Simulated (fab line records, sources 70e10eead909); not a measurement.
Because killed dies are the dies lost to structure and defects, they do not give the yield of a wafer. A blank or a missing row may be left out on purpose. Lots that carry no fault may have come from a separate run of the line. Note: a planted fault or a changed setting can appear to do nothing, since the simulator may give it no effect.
fab line records | flow nand_harc
record: lots: 13 | wafers: 39 | last_day: 34
route steps=1302 shown P_M1@301 P_M2@326 END@1302
lots that met no fault: taken from a fault-free run of the same line
start_h: the number of hours between the record's first day and the start of the first shown wafer of the lot | wait_h: hours since the lot's step before | " identical to the entry in the row above | L1.1+2: one row covering several wafers at once | - no value, or no start was given | * or withheld: withheld | < > ~ a bound
route shown NAME@n: NAME is a module with steps in the file, n the number in the route of the first one | usual: the fault-free wafers' mean and standard deviation | same: alike in all rows | chamber/n: place in a boat | sites: each site's reading | _std_site: the values' standard deviation | _edge_site: mean of outer sites minus mean of inner sites | radius_mm: how far each site lies from the wafer's centre | mask NAME#n: copy n | behind: the last tool/chamber to shape the wafer | hold: why the lot went on hold/how many hours it stayed there/how the hold came to an end | device: transistor that didn't switch, given as n, p or np | end of line: tests of these same wafers at the route's end | step lacking rows: just its recipe | killed: at the first sort, the dies lost to defects and structure; wafer yield is something else | map: shows each die of a wafer: x if killed, . if not, _ if none is there
set.NAME: the run value of the setting; set.NAME@STEP: its run value at that earlier step | model.NAME: the simulator's own value behind a step, which no gauge read
a sample of lots followed through the steps of the route, with each step as a table and each wafer as a row
services: from which hour (start_h, from the record's first day; less than 0 if before it) a tool's chamber was out of use, for how many hours, and why
== steps ==
step: NHARC_P_M1_CD_MEAS_16
usual: cd_nm: 129.8/1.1
lot.wafer | tool      | chamber | start_h | wait_h | cd_nm
L300.1    | cd_sem-03 | -       | 125.70  | -      | 131.1
L300.2    | "         | -       | "       | "      | 128.2
L300.6    | "         | -       | "       | "      | 131.1
L301.1    | cd_sem-02 | -       | 140.61  | -      | 130.3
L301.2    | "         | -       | "       | "      | 130.8
L301.6    | "         | -       | "       | "      | 131.0
L302.3    | cd_sem-02 | -       | 141.87  | -      | 129.1
L302.4    | "         | -       | "       | "      | 129.0
L302.5    | "         | -       | "       | "      | 128.7
L306.2    | cd_sem-02 | -       | 185.34  | -      | 127.8
L306.4    | "         | -       | "       | "      | 131.3
L306.6    | "         | -       | "       | "      | 129.3
L307.1    | cd_sem-01 | -       | 193.92  | -      | 131.5
L307.5    | "         | -       | "       | "      | 129.5
L307.6    | "         | -       | "       | "      | 130.5
L309.1    | cd_sem-03 | -       | 211.23  | -      | 129.9
L309.3    | "         | -       | "       | "      | 127.6
L309.5    | "         | -       | "       | "      | 129.0
L311.2    | cd_sem-02 | -       | 230.56  | -      | 130.3
L311.3    | "         | -       | "       | "      | 128.1
L311.5    | "         | -       | "       | "      | 129.9
L313.1    | cd_sem-03 | -       | 254.78  | -      | 129.9
L313.2    | "         | -       | "       | "      | 130.9
L313.5    | "         | -       | "       | "      | 128.9
L315.1    | cd_sem-03 | -       | 289.08  | -      | 130.3
L315.5    | "         | -       | "       | "      | 129.6
L315.6    | "         | -       | "       | "      | 131.6
L319.2    | cd_sem-03 | -       | 312.42  | -      | 129.3
L319.5    | "         | -       | "       | "      | 127.9
L319.6    | "         | -       | "       | "      | 130.5
L320.2    | cd_sem-01 | -       | 328.14  | -      | 128.3
L320.3    | "         | -       | "       | "      | 129.3
L320.5    | "         | -       | "       | "      | 129.8
L321.1    | cd_sem-02 | -       | 343.19  | -      | 130.5
L321.4    | "         | -       | "       | "      | 129.1
L321.6    | "         | -       | "       | "      | 130.3
L323.2    | cd_sem-03 | -       | 353.43  | -      | 130.6
L323.3    | "         | -       | "       | "      | 130.8
L323.4    | "         | -       | "       | "      | 129.2
step: NHARC_P_M1_PRE_CLEAN_30
recipe: time_s: 30 | temp_c: 280 | gas: H2/He
usual: heater_power_w: 435/38
lot.wafer | tool           | chamber | start_h | wait_h | heater_power_w
L300.1    | pvd_sputter-02 | -       | -       | -      | 487
L300.2    | "              | -       | "       | "      | 436
L300.6    | "              | -       | "       | "      | 442
L301.1    | pvd_sputter-03 | -       | -       | -      | 443
L301.2    | "              | -       | "       | "      | 394
L301.6    | "              | -       | "       | "      | 446
L302.3    | pvd_sputter-01 | -       | -       | -      | 461
L302.4    | "              | -       | "       | "      | 468
L302.5    | "              | -       | "       | "      | 409
L306.2    | pvd_sputter-02 | -       | -       | -      | 495
L306.4    | "              | -       | "       | "      | 380
L306.6    | "              | -       | "       | "      | 487
L307.1    | pvd_sputter-02 | -       | -       | -      | 492
L307.6    | "              | -       | "       | "      | 433
L307.5    | "              | -       | "       | "      | 379
L309.1    | pvd_sputter-01 | -       | -       | -      | 464
L309.3    | "              | -       | "       | "      | 443
L309.5    | "              | -       | "       | "      | 457
L311.2    | pvd_sputter-03 | -       | -       | -      | 329
L311.3    | "              | -       | "       | "      | 471
L311.5    | "              | -       | "       | "      | 337
L313.1    | pvd_sputter-02 | -       | -       | -      | 378
L313.2    | "              | -       | "       | "      | 479
L313.5    | "              | -       | "       | "      | 425
L315.1    | pvd_sputter-03 | -       | -       | -      | 406
L315.6    | "              | -       | "       | "      | 413
L315.5    | "              | -       | "       | "      | 466
L319.2    | pvd_sputter-02 | -       | -       | -      | 446
L319.6    | "              | -       | "       | "      | 443
L319.5    | "              | -       | "       | "      | 448
L320.3    | pvd_sputter-01 | -       | -       | -      | 450
L320.2    | "              | -       | "       | "      | 472
L320.5    | "              | -       | "       | "      | 408
L321.4    | pvd_sputter-01 | -       | -       | -      | 445
L321.1    | "              | -       | "       | "      | 474
L321.6    | "              | -       | "       | "      | 462
L323.3    | pvd_sputter-01 | -       | -       | -      | 437
L323.2    | "              | -       | "       | "      | 458
L323.4    | "              | -       | "       | "      | 391
step: NHARC_P_M1_CMP_23
recipe: t_overpolish_s: 20 | target_thk_nm: 157.82
usual: motor_current_A: 12.1/1.3 | time_to_endpoint_s: 28/3.6
lot.wafer | tool   | chamber | start_h | wait_h | motor_current_A | time_to_endpoint_s
L300.2    | cmp-03 | 1       | 127.57  | -      | 12.5            | 31
L300.1    | "      | 0       | "       | "      | 11.2            | 29
L300.6    | "      | 1       | "       | "      | 12.4            | 27
L301.2    | cmp-02 | 3       | 142.98  | -      | 12.3            | 24
L301.1    | "      | 0       | "       | "      | 11.5            | 31
L301.6    | "      | 2       | "       | "      | 11.5            | 27
L302.3    | cmp-01 | 2       | 143.67  | -      | 11.6            | 28
L302.4    | "      | 0       | "       | "      | 13.9            | 27
L302.5    | "      | 3       | "       | "      | 11.9            | 30
L306.2    | cmp-02 | 2       | 187.15  | -      | 11.5            | 30
L306.4    | "      | 0       | "       | "      | 12.1            | 33
L306.6    | "      | 1       | "       | "      | 14.2            | 25
L307.1    | cmp-03 | 2       | 195.81  | -      | 10.9            | 27
L307.6    | "      | 0       | "       | "      | 11.2            | 29
L307.5    | "      | 1       | "       | "      | 12.3            | 31
L309.1    | cmp-02 | 3       | 213.12  | -      | 11.6            | 22
L309.3    | "      | 0       | "       | "      | 12.1            | 31
L309.5    | "      | 3       | "       | "      | 11.9            | 23
L311.2    | cmp-01 | 2       | 232.45  | -      | 12.5            | 29
L311.3    | "      | 3       | "       | "      | 11.7            | 31
L311.5    | "      | 1       | "       | "      | 9.5             | 31
L313.1    | cmp-02 | 2       | 256.64  | -      | 11.5            | 26
L313.2    | "      | 3       | "       | "      | 11.8            | 26
L313.5    | "      | 0       | "       | "      | 12.5            | 31
L315.1    | cmp-02 | 0       | 290.96  | -      | 11.9            | 34
L315.6    | "      | 1       | "       | "      | 14.0            | 26
L315.5    | "      | 2       | "       | "      | 11.7            | 28
L319.2    | cmp-02 | 0       | 314.27  | -      | 11.3            | 31
L319.6    | "      | 2       | "       | "      | 11.2            | 28
L319.5    | "      | 3       | "       | "      | 12.6            | 25
L320.2    | cmp-01 | 2       | 329.93  | -      | 12.0            | 34
L320.3    | "      | 1       | "       | "      | 9.7             | 34
L320.5    | "      | 2       | "       | "      | 11.7            | 31
L321.1    | cmp-03 | 3       | 345.01  | -      | 12.2            | 30
L321.4    | "      | 1       | "       | "      | 12.2            | 29
L321.6    | "      | 3       | "       | "      | 11.5            | 27
L323.4    | cmp-03 | 2       | 355.24  | -      | 11.8            | 25
L323.2    | "      | 0       | "       | "      | 10.7            | 28
L323.3    | "      | 1       | "       | "      | 13.1            | 28
step: NHARC_P_M2_PEB_07
recipe: peb_temp_c: 100 | peb_time_s: 65
usual: heater_power_total_W: 156.6/0.42 | plate_temp_C: 99.98/0.13
lot.wafer | tool           | chamber | start_h | wait_h | heater_power_total_W | plate_temp_C
L300.1    | litho_track-01 | 0       | 129.24  | 0.1    | 157.1                | 99.84
L300.2    | "              | 0       | "       | "      | 156.3                | 99.91
L300.6    | "              | 0       | "       | "      | 157.1                | 99.97
L301.1    | litho_track-04 | 0       | 144.70  | 0.1    | 157.0                | 100.10
L301.2    | "              | 0       | "       | "      | 156.1                | 100.10
L301.6    | "              | 0       | "       | "      | 156.3                | 100.12
L302.3    | litho_track-01 | 0       | 145.46  | 0.0    | 157.1                | 99.84
L302.4    | "              | 0       | "       | "      | 156.5                | 99.96
L302.5    | "              | 0       | "       | "      | 156.3                | 100.02
L306.2    | litho_track-01 | 0       | 188.91  | 0.1    | 157.1                | 100.06
L306.4    | "              | 0       | "       | "      | 157.1                | 99.97
L306.6    | "              | 0       | "       | "      | 157.0                | 100.15
L307.1    | litho_track-06 | 0       | 197.57  | 0.1    | 157.1                | 99.97
L307.5    | "              | 0       | "       | "      | 156.6                | 99.94
L307.6    | "              | 0       | "       | "      | 156.0                | 99.94
L309.1    | litho_track-04 | 0       | 215.05  | 0.1    | 156.2                | 100.27
L309.3    | "              | 0       | "       | "      | 156.6                | 100.03
L309.5    | "              | 0       | "       | "      | 155.9                | 100.40
L311.2    | litho_track-04 | 0       | 234.16  | 0.1    | 148.5                | 96.22
L311.3    | "              | 0       | "       | "      | 148.9                | 96.26
L311.5    | "              | 0       | "       | "      | 148.1                | 96.45
L313.1    | litho_track-04 | 0       | 258.39  | 0.1    | 149.0                | 96.28
L313.2    | "              | 0       | "       | "      | 149.3                | 96.30
L313.5    | "              | 0       | "       | "      | 149.1                | 96.32
L315.1    | litho_track-01 | 0       | 292.56  | 0.1    | 156.9                | 99.85
L315.5    | "              | 0       | "       | "      | 156.2                | 99.90
L315.6    | "              | 0       | "       | "      | 156.3                | 100.07
L319.2    | litho_track-01 | 0       | 315.98  | 0.1    | 156.7                | 99.97
L319.5    | "              | 0       | "       | "      | 156.0                | 99.80
L319.6    | "              | 0       | "       | "      | 157.1                | 99.98
L320.2    | litho_track-06 | 0       | 331.60  | 0.1    | 156.8                | 99.93
L320.3    | "              | 0       | "       | "      | 157.1                | 100.00
L320.5    | "              | 0       | "       | "      | 156.0                | 99.64
L321.1    | litho_track-01 | 0       | 346.77  | 0.1    | 156.6                | 100.04
L321.4    | "              | 0       | "       | "      | 157.0                | 99.98
L321.6    | "              | 0       | "       | "      | 156.0                | 99.86
L323.2    | litho_track-04 | 0       | 357.02  | 0.1    | 156.8                | 100.02
L323.3    | "              | 0       | "       | "      | 157.2                | 100.05
L323.4    | "              | 0       | "       | "      | 156.4                | 100.15
step: NHARC_P_M2_CD_MEAS_09
recipe: target_cd_nm: 170 | landing_energy_ev: 500
usual: cd_nm: 169.7/0.68
lot.wafer | tool      | chamber | start_h | wait_h | hold                     | cd_nm
L300.1    | cd_sem-02 | 0       | 129.32  | -      | -                        | 169.2
L300.2    | "         | 0       | "       | "      | -                        | 169.3
L300.6    | "         | 0       | "       | "      | -                        | 169.8
L301.1    | cd_sem-01 | 0       | 144.78  | -      | -                        | 169.3
L301.2    | "         | 0       | "       | "      | -                        | 169.1
L301.6    | "         | 0       | "       | "      | -                        | 169.5
L302.3    | cd_sem-01 | 0       | 145.54  | -      | -                        | 169.8
L302.4    | "         | 0       | "       | "      | -                        | 169.6
L302.5    | "         | 0       | "       | "      | -                        | 170.2
L306.2    | cd_sem-02 | 0       | 189.00  | -      | -                        | 170.4
L306.4    | "         | 0       | "       | "      | -                        | 169.3
L306.6    | "         | 0       | "       | "      | -                        | 171.2
L307.1    | cd_sem-01 | 0       | 197.65  | -      | -                        | 169.5
L307.5    | "         | 0       | "       | "      | -                        | 168.8
L307.6    | "         | 0       | "       | "      | -                        | 170.1
L309.1    | cd_sem-03 | 0       | 215.13  | -      | -                        | 169.0
L309.3    | "         | 0       | "       | "      | -                        | 168.7
L309.5    | "         | 0       | "       | "      | -                        | 169.5
L311.2    | cd_sem-02 | 0       | 234.24  | -      | await_dispo/0.2h/release | 154.8
L311.3    | "         | 0       | "       | "      | await_dispo/0.2h/release | 155.8
L311.5    | "         | 0       | "       | "      | await_dispo/0.2h/release | 155.2
L311.2    | cd_sem-02 | 0       | -       | -      | -                        | 154.7
L311.3    | "         | 0       | "       | "      | -                        | 156.2
L311.5    | "         | 0       | "       | "      | -                        | 155.5
L313.1    | cd_sem-03 | 0       | 258.47  | -      | await_dispo/0.2h/release | 155.1
L313.2    | "         | 0       | "       | "      | await_dispo/0.2h/release | 155.2
L313.5    | "         | 0       | "       | "      | await_dispo/0.2h/release | 157.0
L313.1    | cd_sem-03 | 0       | -       | -      | -                        | 154.3
L313.2    | "         | 0       | "       | "      | -                        | 155.2
L313.5    | "         | 0       | "       | "      | -                        | 156.7
L315.1    | cd_sem-02 | 0       | 292.64  | -      | -                        | 169.2
L315.5    | "         | 0       | "       | "      | -                        | 168.6
L315.6    | "         | 0       | "       | "      | -                        | 169.4
L319.2    | cd_sem-02 | 0       | 316.06  | -      | -                        | 170.3
L319.5    | "         | 0       | "       | "      | -                        | 169.8
L319.6    | "         | 0       | "       | "      | -                        | 171.0
L320.2    | cd_sem-03 | 0       | 331.68  | -      | -                        | 170.8
L320.3    | "         | 0       | "       | "      | -                        | 170.1
L320.5    | "         | 0       | "       | "      | -                        | 169.9
L321.1    | cd_sem-01 | 0       | 346.85  | -      | -                        | 170.2
L321.4    | "         | 0       | "       | "      | -                        | 170.3
L321.6    | "         | 0       | "       | "      | -                        | 171.3
L323.2    | cd_sem-03 | 0       | 357.10  | -      | -                        | 170.1
L323.3    | "         | 0       | "       | "      | -                        | 170.0
L323.4    | "         | 0       | "       | "      | -                        | 169.2
step: NHARC_END_SORT_01
recipe: temp_c: 25
usual: defect_limited_yield: 90/4.1 | killed_at_array: 63/27 | killed_at_other: 0.7/1.2 | killed_at_periphery: 3.1/2 | killed_dies: 67/28 | killed_open: 3.0/1.9 | killed_short: 2.2/1.5
same: gross_dies: 677
lot.wafer | tool      | chamber | start_h | wait_h | defect_limited_yield[%] | killed_at_array | killed_at_other | killed_at_periphery | killed_dies | killed_open | killed_short
L311.2    | prober-01 | 0       | 670.33  | 2.8    | 91                      | 55              | 2               | 5                   | 62          | 2           | 3
L311.3    | prober-01 | 0       | 671.13  | 3.1    | 90                      | 56              | 2               | 7                   | 65          | 4           | 2
L313.1    | prober-01 | 0       | 699.25  | 2.5    | 94                      | 38              | 0               | 3                   | 41          | 2           | 2
L313.2    | prober-01 | 0       | 700.04  | 2.8    | 94                      | 37              | 1               | 2                   | 40          | 3           | 2
L313.5    | prober-01 | 0       | 702.43  | 3.7    | 94                      | 36              | 1               | 6                   | 43          | 2           | 2
killed by level:class
L311.2 A_SLIT:chamber_film_flake=28 A_CHANNEL_HOLE_D2:chamber_film_flake=10 A_CHANNEL_HOLE_D1:chamber_film_flake=7 A_CHANNEL_FILL_D2:chamber_film_flake=2 A_STAIRCASE:chamber_film_flake=2 A_ONON_D1:geometric_particle:open=1 A_ONON_D2:geometric_particle:short=1 A_WL_FILL:geometric_particle:open=1
L311.3 A_SLIT:chamber_film_flake=26 A_CHANNEL_HOLE_D2:chamber_film_flake=12 A_CHANNEL_HOLE_D1:chamber_film_flake=7 A_STAIRCASE:chamber_film_flake=3 A_WL_FILL:geometric_particle:open=2 P_CONTACT:chamber_film_flake=2 A_CHANNEL_FILL_D2:chamber_film_flake=2 THIN_TSV:chamber_film_flake=2
L313.1 A_CHANNEL_HOLE_D2:chamber_film_flake=19 A_CONTACT:chamber_film_flake=8 A_CHANNEL_HOLE_D1:chamber_film_flake=6 P_STI:geometric_particle:short=1 A_CHANNEL_FILL_D1:geometric_particle:open=1 A_CHANNEL_FILL_D1:geometric_particle:short=1 A_ONON_D2:geometric_particle:open=1 P_ZERO_WELL:chamber_film_flake=1
L313.2 A_CHANNEL_HOLE_D2:chamber_film_flake=23 A_CHANNEL_HOLE_D1:chamber_film_flake=5 A_SLIT:chamber_film_flake=2 A_CONTACT:chamber_film_flake=2 P_STI:geometric_particle:short=1 A_CHANNEL_HOLE_D1:geometric_particle:open=1 A_DECK1_JOINT:geometric_particle:short=1 A_SGD_CUT:geometric_particle:open=1
L313.5 A_CHANNEL_HOLE_D2:chamber_film_flake=17 A_CONTACT:chamber_film_flake=6 A_CHANNEL_HOLE_D1:chamber_film_flake=5 P_GATE:chamber_film_flake=3 A_STAIRCASE:chamber_film_flake=2 A_SLIT:chamber_film_flake=2 P_M2:area_peb=2 A_CHANNEL_FILL_D1:geometric_particle:short=1
== services ==
tool           | chamber | start_h | hours | kind
pvd_sputter-02 | -       | 104.00  | 10.0  | pm
cmp-03         | -       | 126.76  | 0.6   | repair
cmp-02         | -       | 127.95  | 5.0   | repair
cmp-02         | -       | 134.50  | 4.0   | pm
cmp-02         | -       | 143.85  | 1.3   | repair
cmp-02         | -       | 149.69  | 1.4   | repair
litho_track-01 | -       | 155.00  | 7.0   | pm
cmp-03         | -       | 155.41  | 0.3   | repair
cmp-03         | -       | 162.00  | 4.0   | pm
cmp-02         | -       | 200.13  | 0.2   | repair
cmp-03         | -       | 200.19  | 1.8   | repair
litho_track-04 | -       | 203.00  | 7.0   | pm
cmp-03         | -       | 216.74  | 0.5   | repair
pvd_sputter-01 | -       | 226.00  | 10.0  | pm
cmp-02         | -       | 229.77  | 1.2   | repair
cmp-02         | -       | 232.50  | 4.0   | pm
cmp-03         | -       | 246.86  | 1.6   | repair
pvd_sputter-02 | -       | 259.39  | 2.7   | repair
cmp-03         | -       | 260.00  | 4.0   | pm
pvd_sputter-02 | -       | 282.00  | 10.0  | pm
cmp-03         | -       | 289.72  | 1.9   | repair
cmp-03         | -       | 310.92  | 3.1   | repair
litho_track-01 | -       | 330.00  | 7.0   | pm
cmp-02         | -       | 330.50  | 4.0   | pm
== key ==
first_sign: step: NHARC_P_M2_PEB_07 | reading: plate_temp_C | direction: down | sigmas: 27 | usual: * | struck: *
effect: step: NHARC_P_M2_PEB_07 | reading: heater_power_total_W | direction: down | sigmas: 19 | usual: * | struck: *
effect: step: NHARC_P_M2_CD_MEAS_09 | reading: visit | direction: added
effect: step: NHARC_P_M2_CD_MEAS_09 | reading: cd_nm | direction: down | sigmas: 21 | usual: 169.7 | struck: 155.5
met_at NHARC_P_M2_PEB_07
struck_lots L311,L313
not_acting_at NHARC_P_M1_CD_MEAS_16,NHARC_P_M1_PRE_CLEAN_30,NHARC_P_M1_CMP_23
onset_between 215.05 234.16
fault: kind: process_parameter_drift | tool: litho_track-04 | chamber: - | onset_h: 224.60 | steps: NHARC_P_M2_PEB_07 | channel: peb_temp_c | offset: * | shape: step | end_h: 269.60 | acts_in: * | stated: *
